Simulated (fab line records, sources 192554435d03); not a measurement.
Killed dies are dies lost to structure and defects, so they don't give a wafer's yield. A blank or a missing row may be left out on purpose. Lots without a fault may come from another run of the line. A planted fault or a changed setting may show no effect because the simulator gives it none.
fab line records | flow n5_finfet
record lots=7 wafers=21
route steps=1938 shown BEOL_M13@1662 BEOL_M14@1753 BEOL_M15@1797 MIM_TOP_LITHO@1843
start_h: hours from the record's first day to the start of the lot's first wafer shown | wait_h: hours since the lot's step before | " the same as in the row above | L1.1+2: a row that stands for several wafers | - no value, or no start given | * or withheld: withheld | < > ~ a bound
route shown NAME@n: a module of which the file shows steps, and the number in the route of the first | usual: mean/standard deviation of fault-free wafers | same: alike in all rows | chamber/n: place in a boat | sites: the reading at each site | _std_site: their standard deviation | _edge_site: outer sites' mean less inner sites' | radius_mm: how far each site lies from the wafer's centre | mask NAME#n: copy n | behind: the tool/chamber that last shaped the wafer | hold: why the lot was held/for how many hours/how that ended | device: the transistor (n, p or np) that didn't switch | end of line: the same wafers' tests at the end of the route | a step without rows: its recipe alone | killed: dies lost to structure and defects at the first sort, not the wafer's yield | map: a wafer's dies, x killed, . not, _ none there
set.NAME: the setting as run; set.NAME@STEP: as run at that earlier step | model.NAME: the simulator's own value behind a step, which no gauge read
lots whose settings were changed on purpose; a table a step, a row a wafer
## steps
# step N5_BEOL_M13_COAT_04
# recipe spin_rpm=1625 resist_thk_nm=400
# columns lot.wafer tool chamber start_h wait_h set.spin_rpm model.coat_of_BEOL_M13_COAT_04.thk_nm
L079.3 litho_track-03 0 - - 1625 401.6
L079.4 " 0 " " 1718 389.8
L079.6 " 0 " " 1625 400.8
L075.2 litho_track-04 0 - - 1625 398.6
L075.3 " 0 " " 1625 399.6
L075.6 " 0 " " 1447 423.4
L081.1 litho_track-04 0 - - 1625 400.2
L081.2+4 " 0 " " 1625 400.8
L088.1 litho_track-01 0 - - 1625 399
L088.2 " 0 " " 1625 399.8
L088.4 " 0 " " 1625 400.8
L091.2 litho_track-03 0 - - 1706 391.6
L091.4 " 0 " " 1625 400.2
L091.6 " 0 " " 1706 390.6
L095.1 litho_track-03 0 - - 1625 400
L095.3 " 0 " " 1625 398.2
L095.4 " 0 " " 1625 399
L096.4 litho_track-01 0 - - 1625 399.2
L096.5 " 0 " " 1676 393.8
L096.6 " 0 " " 1676 393.2
# step N5_BEOL_M13_EBR_06
# recipe solvent=PGMEA ebr_width_mm=1.5
# step N5_BEOL_M13_SOFTBAKE_05
# recipe temp_c=130 time_s=60
# step N5_BEOL_M13_DESCUM_15
# recipe chemistry=O2 time_s=7.9 source_power_w=50 bias_power_w=20 pressure_mtorr=20 rf_frequency_hz=2.712e+07 temp_c=40 o2_flow_sccm=225
# step N5_BEOL_M13_ETCH_59
# recipe chemistry=N2/H2 target=BARC target_depth_a=890 overetch_a=267 time_s=67.9 ion_energy_ev=200 pressure_mtorr=30 source_w=840 bias_w=150 n2_flow_sccm=200 h2_flow_sccm=200
# columns lot.wafer tool chamber start_h wait_h set.spin_rpm@BEOL_M13_COAT_04 model.coat_of_BEOL_M13_COAT_04.thk_nm
L079.3 rie_diel-04 2 304.01 0.0 1625 318.4
L079.4 " 0 " " 1718 308.2
L079.6 " 2 " " 1625 317.8
L075.2 rie_diel-05 3 319.07 0.0 1625 315.6
L075.3 " 1 " " 1625 316.2
L075.6 " 0 " " 1447 341.6
L081.1 rie_diel-01 1 319.72 0.0 1625 314.6
L081.2 " 3 " " 1625 319
L081.4 " 0 " " 1625 317.4
L088.1 rie_diel-04 1 377.85 0.0 1625 317
L088.2 " 2 " " 1625 317.2
L088.4 " 3 " " 1625 315.8
L091.2 rie_diel-01 3 380.69 0.0 1706 310
L091.4 " 1 " " 1625 312.8
L091.6 " 3 " " 1706 309
L095.1 rie_diel-05 2 425.75 0.0 1625 316.6
L095.3 " 3 " " 1625 315.4
L095.4 " 0 " " 1625 314
L096.4 rie_diel-04 1 427.43 0.0 1625 317.4
L096.5 " 3 " " 1676 309.2
L096.6 " 2 " " 1676 310.8
# step N5_BEOL_M13_VIA_ETCH_16
# recipe chemistry=C4F8/O2/Ar target=SiOC pressure_mtorr=30 source_w=3000 bias_w=700 Ar_flow_sccm=400 C4F8_flow_sccm=15 O2_flow_sccm=8 he_inner_torr=15 he_outer_torr=30 target_depth_a=9217 time_s=withheld ion_energy_ev=250 ends=cleared
# columns lot.wafer tool chamber start_h wait_h set.time_s@BEOL_M13_ILD_DEP_00 set.spin_rpm@BEOL_M13_COAT_04 model.etch.depth_nm model.coat_of_BEOL_M13_COAT_04.thk_nm
L079.3 rie_diel-04 2 304.06 0.0 * 1625 814.5 78
L079.4 " 0 " " * 1718 752.8 86.2
L079.6 " 2 " " * 1625 742.9 98.6
L075.2 rie_diel-05 3 319.12 0.0 * 1625 828.3 71.2
L075.3 " 1 " " * 1625 838.4 68.8
L075.6 " 0 " " * 1447 836.2 94.8
L081.1 rie_diel-01 1 319.77 0.0 * 1625 828.5 70.2
L081.2 " 3 " " * 1625 836.2 72.2
L081.4 " 0 " " * 1625 841.3 69.2
L088.1 rie_diel-04 1 377.90 0.0 * 1625 889.1 54.6
L088.2 " 2 " " * 1625 896.2 52.8
L088.4 " 3 " " * 1625 847.3 65.8
L091.2 rie_diel-01 3 380.74 0.0 * 1706 897.6 45.2
L091.4 " 1 " " * 1625 812.7 73
L091.6 " 3 " " * 1706 834.2 63
L095.1 rie_diel-05 2 425.80 0.0 * 1625 797.2 81.4
L095.3 " 3 " " * 1625 843.8 66.4
L095.4 " 0 " " * 1625 814.7 73.6
L096.4 rie_diel-04 1 427.48 0.0 * 1625 976.5 29.4
L096.5 " 3 " " * 1676 975 21.4
L096.6 " 2 " " * 1676 973.4 23.6
# step N5_BEOL_M13_STRIP_63
# recipe chemistry=N2/H2 power_w=1000 temp_c=250 h2_frac=0.65 overash_fraction=0.3 pressure_mtorr=1000 n2_flow_sccm=1750 h2_flow_sccm=3250
# usual strip_time_to_endpoint_s=27.6/1.3
# columns lot.wafer tool chamber start_h wait_h set.time_s@BEOL_M13_ILD_DEP_00 set.spin_rpm@BEOL_M13_COAT_04 strip_time_to_endpoint_s
L079.3 plasma_asher-02 1 304.32 - 166.4 1625 30.0
L079.4 " 0 " " 150 1718 32.3
L079.6 " 0 " " 150 1625 35.8
L075.2 plasma_asher-01 0 319.36 - 166.4 1625 28.0
L075.3 " 0 " " 166.4 1625 27.4
L075.6 " 1 " " 166.4 1447 34.8
L081.1 plasma_asher-02 0 320.00 - 166.4 1625 27.7
L081.2 " 1 " " 166.4 1625 28.3
L081.4 " 0 " " 166.4 1625 27.4
L088.1 plasma_asher-01 1 378.14 - 177.9 1625 23.1
L088.2 " 0 " " 177.9 1625 22.5
L088.4 " 1 " " 166.4 1625 26.4
L091.2 plasma_asher-02 1 380.99 - 181.2 1706 20.1
L091.4 " 0 " " 166.4 1625 28.6
L091.6 " 0 " " 166.4 1706 25.6
L095.1 plasma_asher-02 1 426.05 - 155.7 1625 31.0
L095.3 " 0 " " 166.4 1625 26.6
L095.4 " 1 " " 155.7 1625 28.7
L096.4 plasma_asher-02 1 427.73 - 191 1625 14.9
L096.5 " 1 " " 191 1676 12.0
L096.6 " 0 " " 191 1676 12.8
# step N5_BEOL_M13_STRIP_64
# recipe chemistry=N2/H2 power_w=1000 temp_c=250 h2_frac=0.65 overash_fraction=0.3 pressure_mtorr=withheld n2_flow_sccm=1750 h2_flow_sccm=3250
# step N5_BEOL_M13_STRIP_71
# recipe chemistry=post_etch_residue_remover time_s=60 temp_c=25 remover_ph=withheld remover_water_wt_pct=withheld remover_fluoride_wt_pct=withheld
# step N5_BEOL_M13_STRIP_37
# recipe chemistry=N2/H2 power_w=1000 temp_c=250 h2_frac=0.65 overash_fraction=0.3 pressure_mtorr=withheld n2_flow_sccm=1750 h2_flow_sccm=3250
# step N5_BEOL_M13_ETCH_38
# recipe chemistry=CF4/N2 target=SiCN target_depth_a=675 taper_deg=2 time_s=71.9 ion_energy_ev=150 mask_material=SiO2 pressure_mtorr=40 source_w=430 bias_w=70 Ar_flow_sccm=100 cf4_flow_sccm=60 n2_flow_sccm=60
# columns lot.wafer tool chamber start_h wait_h set.time_s@BEOL_M13_ILD_DEP_00 model.SiOC_of_BEOL_M13_ILD_DEP_00.thk_nm
L079.3 rie_diel-04 2 307.96 - 166.4 766.4
L079.4 " 2 " " 150 705
L079.6 " 0 " " 150 694.8
L075.2 rie_diel-04 2 324.82 - 166.4 781.4
L075.3 " 0 " " 166.4 791.2
L075.6 " 1 " " 166.4 788.4
L081.1 rie_diel-04 0 327.67 - 166.4 781.2
L081.2 " 2 " " 166.4 789
L081.4 " 1 " " 166.4 793.8
L088.1 rie_diel-04 3 379.84 - 177.9 838.4
L088.2 " 1 " " 177.9 848.6
L088.4 " 0 " " 166.4 800
L091.2 rie_diel-01 1 384.12 - 181.2 845
L091.4 " 1 " " 166.4 761.2
L091.6 " 2 " " 166.4 785.2
L095.1 rie_diel-04 0 430.20 - 155.7 749.2
L095.3 " 1 " " 166.4 795.6
L095.4 " 3 " " 155.7 763.8
L096.4 rie_diel-01 1 431.07 - 191 925.2
L096.5 " 0 " " 191 925.6
L096.6 " 3 " " 191 925.8
# step N5_BEOL_M14_TRENCH_ETCH_34
# recipe chemistry=C4F8/O2/Ar target=SiO2 target_depth_a=5566.5 mask_material=SOC he_inner_torr=15 he_outer_torr=30 time_s=126.9 ion_energy_ev=800 pressure_mtorr=20 source_w=1905 bias_w=2040 Ar_flow_sccm=400 C4F8_flow_sccm=16 O2_flow_sccm=12
# usual rf_vpp_V=2225/34
# columns lot.wafer tool chamber start_h wait_h set.bias_w rf_vpp_V
L079.3 rie_diel-03 1 312.21 0.0 2335 2435
L079.4 " 2 " " 2040 2153
L079.6 " 2 " " 2040 2153
L075.2 rie_diel-02 2 328.99 0.0 2040 2217
L075.3 " 3 " " 2262 2347
L075.6 " 3 " " 2040 2185
L081.1 rie_diel-03 2 331.42 0.0 2040 2153
L081.2 " 1 " " 2040 2219
L081.4 " 3 " " 2040 2259
L088.1 rie_diel-03 2 383.48 0.0 2040 2152
L088.2 " 3 " " 1761 2039
L088.4 " 0 " " 2040 2206
L091.2 rie_diel-06 3 388.67 0.0 1692 1960
L091.4 " 3 " " 2040 2237
L091.6 " 1 " " 2040 2183
L095.1 rie_diel-06 1 434.76 0.0 2040 2182
L095.3 " 3 " " 2040 2238
L095.4 " 2 " " 2273 2437
L096.4 rie_diel-02 1 435.14 0.0 2040 2198
L096.5 " 2 " " 2040 2212
L096.6 " 1 " " 2040 2199
# step N5_BEOL_M14_SPUTTER_43
# recipe material=TaN target_thk_a=150 temp_c=50 bias_v=168.6 power_w=15000 chamber_pressure_pa=0.12 time_s=24.19
# columns lot.wafer tool chamber start_h wait_h set.time_s model.TaN_of_BEOL_M14_SPUTTER_43.thk_nm
L079.3 pvd_sputter-02 - 313.97 0.0 24.19 14.8
L079.4 " - " " 22.16 13.8
L079.6 " - " " 24.19 15
L075.2+6 pvd_sputter-03 - 335.66 0.0 22.86 14.2
L075.3 " - " " 24.19 15
L081.1+4 pvd_sputter-03 - 337.08 0.0 24.19 15.2
L081.2 " - " " 24.19 15
L088.1 pvd_sputter-01 - 387.20 0.0 24.19 15
L088.2+4 " - " " 24.19 15.2
L091.2 pvd_sputter-03 - 391.13 0.0 24.19 15
L091.4 " - " " 24.19 15.4
L091.6 " - " " 26.39 16.4
L095.1+4 pvd_sputter-01 - 437.61 0.0 24.19 15
L095.3 " - " " 26.22 16.4
L096.4 pvd_sputter-03 - 438.85 0.0 24.19 14.8
L096.5 " - " " 25.76 15.8
L096.6 " - " " 25.76 16
# step N5_BEOL_M15_COAT_22
# recipe spin_rpm=1704 resist_thk_nm=800
# columns lot.wafer tool chamber start_h wait_h set.spin_rpm model.coat_of_BEOL_M15_COAT_22.thk_nm
L079.3 litho_track-04 0 - - 1704 801.2
L079.4 " 0 " " 1704 800.6
L079.6 " 0 " " 1873 764.4
L075.2 litho_track-02 0 - - 1611 823.8
L075.3 " 0 " " 1704 799
L075.6 " 0 " " 1611 821.2
L081.1 litho_track-02 0 - - 1704 801.2
L081.2 " 0 " " 1704 799.6
L081.4 " 0 " " 1704 797.4
L088.1 litho_track-02 0 - - 1852 768.4
L088.2 " 0 " " 1852 768.6
L088.4 " 0 " " 1704 800.4
L091.2 litho_track-02 0 - - 1704 799.2
L091.4 " 0 " " 1704 800.2
L091.6 " 0 " " 1704 799.4
L095.1 litho_track-02 0 - - 1704 798.6
L095.3 " 0 " " 1704 799.2
L095.4 " 0 " " 1855 765.4
L096.4 litho_track-04 0 - - 1704 800.4
L096.5 " 0 " " 1704 801.8
L096.6 " 0 " " 1578 831.8
# step N5_BEOL_M15_PEB_26
# recipe peb_temp_c=130 peb_time_s=90
# columns lot.wafer tool chamber start_h wait_h set.peb_time_s
L079.3+4+6 litho_track-04 0 317.92 0.0 90
L075.2 litho_track-04 0 339.26 0.0 90
L075.3+6 " 0 " " 70.46
L081.1+2+4 litho_track-02 0 340.54 0.1 90
L088.1+2 litho_track-02 0 390.55 0.1 90
L088.4 " 0 " " 72.53
L091.2+4 litho_track-04 0 394.44 0.0 97.53
L091.6 " 0 " " 90
L095.1+3 litho_track-04 0 440.93 0.1 90
L095.4 " 0 " " 95.97
L096.4+5+6 litho_track-02 0 442.06 0.0 90
# step N5_BEOL_M15_DEVELOP_27
# recipe develop_time_s=45 rinse_liquid=diw dry=air_spin dev_temp_c=21
# step N5_BEOL_M15_HARDBAKE_32
# recipe temp_c=130 time_s=120
# step N5_BEOL_M15_CD_MEAS_28
# recipe target_cd_nm=407.6 landing_energy_ev=500 detector=se_inlens
# usual cd_nm=408.0/1.9
# columns lot.wafer tool chamber start_h wait_h set.peb_time_s@BEOL_M15_PEB_26 cd_nm
L079.3 cd_sem-03 0 318.03 - 90 404.2
L079.4 " 0 " " 90 404.7
L079.6 " 0 " " 90 408.7
L075.2 cd_sem-03 0 339.38 - 90 406.0
L075.3 " 0 " " 70.46 397.3
L075.6 " 0 " " 70.46 396.1
L081.1 cd_sem-02 0 340.66 - 90 413.0
L081.2 " 0 " " 90 409.6
L081.4 " 0 " " 90 413.5
L088.1 cd_sem-01 0 390.66 - 90 410.3
L088.2 " 0 " " 90 408.5
L088.4 " 0 " " 72.53 396.7
L091.2 cd_sem-03 0 394.56 - 97.53 410.3
L091.4 " 0 " " 97.53 411.9
L091.6 " 0 " " 90 407.5
L095.1 cd_sem-02 0 441.05 - 90 405.6
L095.3 " 0 " " 90 405.1
L095.4 " 0 " " 95.97 409.7
L096.4 cd_sem-01 0 442.18 - 90 404.6
L096.5 " 0 " " 90 405.0
L096.6 " 0 " " 90 403.0
# step N5_BEOL_M15_DESCUM_33
# recipe chemistry=O2 time_s=7.9 source_power_w=50 bias_power_w=20 pressure_mtorr=20 rf_frequency_hz=2.712e+07 temp_c=40 o2_flow_sccm=225
# columns lot.wafer tool chamber start_h wait_h set.peb_time_s@BEOL_M15_PEB_26 model.BEOL_M15.cd_nm
L079.3 rie_diel-01 3 318.56 0.5 90 404.2
L079.4 " 1 " " 90 404.8
L079.6 " 0 " " 90 408.6
L075.2 rie_diel-01 3 339.61 0.2 90 406
L075.3 " 0 " " 70.46 397.2
L075.6 " 0 " " 70.46 396
L081.1 rie_diel-04 0 341.00 0.3 90 412.8
L081.2 " 1 " " 90 409.6
L081.4 " 3 " " 90 413.4
L088.1 rie_diel-01 0 390.75 0.0 90 410.2
L088.2 " 1 " " 90 408.6
L088.4 " 3 " " 72.53 396.6
L091.2 rie_diel-05 1 394.64 0.0 97.53 410.2
L091.4 " 0 " " 97.53 411.8
L091.6 " 3 " " 90 407.6
L095.1 rie_diel-05 0 441.15 0.1 90 405.2
L095.3 " 1 " " 90 404.6
L095.4 " 2 " " 95.97 409.8
L096.4 rie_diel-01 2 442.28 0.1 90 404.6
L096.5 " 1 " " 90 404.8
L096.6 " 2 " " 90 403
# step N5_BEOL_M15_ETCH_61
# recipe chemistry=N2/H2 target=BARC target_depth_a=890 overetch_a=267 time_s=67.9 ion_energy_ev=200 pressure_mtorr=30 source_w=840 bias_w=150 n2_flow_sccm=200 h2_flow_sccm=200
# columns lot.wafer tool chamber start_h wait_h set.spin_rpm@BEOL_M15_COAT_22 model.coat_of_BEOL_M15_COAT_22.thk_nm
L079.3 rie_diel-01 3 318.60 0.0 1704 719.2
L079.4 " 1 " " 1704 714.4
L079.6 " 0 " " 1873 680.4
L075.2 rie_diel-01 3 339.65 0.0 1611 742.2
L075.3 " 0 " " 1704 715.4
L075.6 " 0 " " 1611 737.8
L081.1 rie_diel-04 0 341.03 0.0 1704 719.2
L081.2 " 1 " " 1704 717.2
L081.4 " 3 " " 1704 711.6
L088.1 rie_diel-01 0 390.79 0.0 1852 685
L088.2 " 1 " " 1852 681.4
L088.4 " 3 " " 1704 717.8
L091.2 rie_diel-05 1 394.68 0.0 1704 715.4
L091.4 " 0 " " 1704 714.6
L091.6 " 3 " " 1704 716.4
L095.1 rie_diel-05 0 441.19 0.0 1704 714.8
L095.3 " 1 " " 1704 715.8
L095.4 " 2 " " 1855 682.4
L096.4 rie_diel-01 2 442.31 0.0 1704 716.8
L096.5 " 1 " " 1704 714.2
L096.6 " 2 " " 1578 747.8
# step N5_BEOL_M15_TRENCH_ETCH_34
# recipe chemistry=C4F8/O2/Ar target=SiO2 target_depth_a=8729.3 he_inner_torr=15 he_outer_torr=30 time_s=199 ion_energy_ev=800 pressure_mtorr=20 source_w=1905 bias_w=2040 Ar_flow_sccm=400 C4F8_flow_sccm=16 O2_flow_sccm=12
# columns lot.wafer tool chamber start_h wait_h set.spin_rpm@BEOL_M15_COAT_22 set.peb_time_s@BEOL_M15_PEB_26 model.coat_of_BEOL_M15_COAT_22.thk_nm model.BEOL_M15.cd_nm
L079.3 rie_diel-01 3 318.65 0.0 1704 90 551.4 396.4
L079.4 " 1 " " 1704 90 530.6 398.8
L079.6 " 0 " " 1873 90 501.8 400.6
L075.2 rie_diel-01 3 339.70 0.0 1611 90 575.6 398.4
L075.3 " 0 " " 1704 70.46 537.8 389.2
L075.6 " 0 " " 1611 70.46 560 387.8
L081.1 rie_diel-04 0 341.09 0.0 1704 90 548.2 406.4
L081.2 " 1 " " 1704 90 540.4 402.6
L081.4 " 3 " " 1704 90 530.6 406.6
L088.1 rie_diel-01 0 390.84 0.0 1852 90 506.6 402.6
L088.2 " 1 " " 1852 90 493 400.8
L088.4 " 3 " " 1704 72.53 547.8 389.2
L091.2 rie_diel-05 1 394.73 0.0 1704 97.53 535 404
L091.4 " 0 " " 1704 97.53 533.2 404.8
L091.6 " 3 " " 1704 90 545.8 399
L095.1 rie_diel-05 0 441.24 0.0 1704 90 534.8 396.8
L095.3 " 1 " " 1704 90 536 399
L095.4 " 2 " " 1855 95.97 505.2 402.4
L096.4 rie_diel-01 2 442.37 0.0 1704 90 535 396
L096.5 " 1 " " 1704 90 526.6 397.6
L096.6 " 2 " " 1578 90 566.4 394.4
# step N5_MIM_TOP_LITHO_EXPOSE_05
# recipe mask_id=MIM_TOP na=0.55 source_shape=conventional sigma_outer=0.8 polarization=unpolarized target_cd_nm=2000 dose_mj=20.5
# columns lot.wafer tool chamber start_h wait_h mask set.dose_mj
L079.3+4 krf_scanner-02 0 334.24 - MIM_TOP#0 20.5
L079.6 " 0 " " MIM_TOP#0 19.73
L075.2+3 krf_scanner-01 0 345.73 - MIM_TOP#0 20.5
L075.6 " 0 " " MIM_TOP#0 19.43
L081.1+2+4 krf_scanner-02 0 349.87 - MIM_TOP#0 20.5
L088.1+4 krf_scanner-01 0 399.09 - MIM_TOP#0 20.5
L088.2 " 0 " " MIM_TOP#0 19.95
L091.2+6 krf_scanner-02 0 402.21 - MIM_TOP#0 19.87
L091.4 " 0 " " MIM_TOP#0 20.5
L095.1+3+4 krf_scanner-01 0 450.28 - MIM_TOP#0 20.5
L096.4+5+6 krf_scanner-01 0 450.66 - MIM_TOP#0 20.5
# step N5_MIM_TOP_LITHO_PEB_06
# recipe peb_temp_c=withheld peb_time_s=*
# step N5_MIM_TOP_LITHO_DEVELOP_07
# recipe develop_time_s=60 rinse_liquid=diw dry=air_spin dev_temp_c=21
# step N5_MIM_TOP_LITHO_HARDBAKE_09
# recipe temp_c=130 time_s=120
# step N5_MIM_TOP_LITHO_CD_MEAS_08
# recipe target_cd_nm=2000 landing_energy_ev=500 detector=se_inlens
# usual cd_nm=1999.9/2
# columns lot.wafer tool chamber start_h wait_h set.dose_mj@MIM_TOP_LITHO_EXPOSE_05 cd_nm
L079.3 cd_sem-03 0 334.41 - 20.5 1997.1
L079.4 " 0 " " 20.5 1998.0
L079.6 " 0 " " 19.73 2003.2
L075.2 cd_sem-01 0 345.91 - 20.5 1998.1
L075.3 " 0 " " 20.5 1997.6
L075.6 " 0 " " 19.43 2007.0
L081.1 cd_sem-02 0 350.04 - 20.5 1999.9
L081.2 " 0 " " 20.5 2000.3
L081.4 " 0 " " 20.5 1996.1
L088.1 cd_sem-03 0 399.27 - 20.5 2000.1
L088.2 " 0 " " 19.95 2002.7
L088.4 " 0 " " 20.5 1999.3
L091.2 cd_sem-02 0 402.38 - 19.87 2005.3
L091.4 " 0 " " 20.5 2003.9
L091.6 " 0 " " 19.87 2007.9
L095.1 cd_sem-02 0 450.45 - 20.5 2000.7
L095.3 " 0 " " 20.5 2002.0
L095.4 " 0 " " 20.5 2002.1
L096.4 cd_sem-02 0 450.82 - 20.5 1999.5
L096.5 " 0 " " 20.5 2000.1
L096.6 " 0 " " 20.5 2001.2
## key
split step=N5_BEOL_M13_COAT_04 setting=spin_rpm stated=1625 by=wafer
response step=N5_BEOL_M13_COAT_04 reading=model.coat_of_BEOL_M13_COAT_04.thk_nm change=-2.11 per=1% r=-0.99
response step=N5_BEOL_M13_ETCH_59 reading=model.coat_of_BEOL_M13_COAT_04.thk_nm change=-2.02 per=1% r=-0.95
response step=N5_BEOL_M13_VIA_ETCH_16 reading=model.coat_of_BEOL_M13_COAT_04.thk_nm slope=-2.19 per=1% together_with=time_s@BEOL_M13_ILD_DEP_00 explained=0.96
response step=N5_BEOL_M13_STRIP_63 reading=strip_time_to_endpoint_s slope=* per=1% together_with=time_s@BEOL_M13_ILD_DEP_00 explained=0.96
split step=N5_BEOL_M14_TRENCH_ETCH_34 setting=bias_w stated=2040 by=wafer
response step=N5_BEOL_M14_TRENCH_ETCH_34 reading=rf_vpp_V change=+15.4 per=1% r=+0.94
split step=N5_BEOL_M14_SPUTTER_43 setting=time_s stated=24.19 by=wafer
response step=N5_BEOL_M14_SPUTTER_43 reading=model.TaN_of_BEOL_M14_SPUTTER_43.thk_nm change=+0.147 per=1% r=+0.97
split step=N5_BEOL_M15_COAT_22 setting=spin_rpm stated=1704 by=wafer
response step=N5_BEOL_M15_COAT_22 reading=model.coat_of_BEOL_M15_COAT_22.thk_nm change=-3.83 per=1% r=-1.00
response step=N5_BEOL_M15_ETCH_61 reading=model.coat_of_BEOL_M15_COAT_22.thk_nm change=-3.94 per=1% r=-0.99
response step=N5_BEOL_M15_TRENCH_ETCH_34 reading=model.coat_of_BEOL_M15_COAT_22.thk_nm change=-4.45 per=1% r=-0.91
split step=N5_BEOL_M15_PEB_26 setting=peb_time_s stated=90 by=wafer
response step=N5_BEOL_M15_CD_MEAS_28 reading=cd_nm change=+0.528 per=1% r=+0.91
response step=N5_BEOL_M15_DESCUM_33 reading=model.BEOL_M15.cd_nm change=+0.534 per=1% r=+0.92
response step=N5_BEOL_M15_TRENCH_ETCH_34 reading=model.BEOL_M15.cd_nm change=+0.554 per=1% r=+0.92
split step=N5_MIM_TOP_LITHO_EXPOSE_05 setting=dose_mj stated=20.5 by=wafer
response step=N5_MIM_TOP_LITHO_CD_MEAS_08 reading=cd_nm change=-1.47 per=1% r=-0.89
split outside_this_file step=N5_BEOL_M13_ILD_DEP_00 setting=time_s
# split outside_this_file: this setting was split too, and the file shows its column; the key of that split is in another file
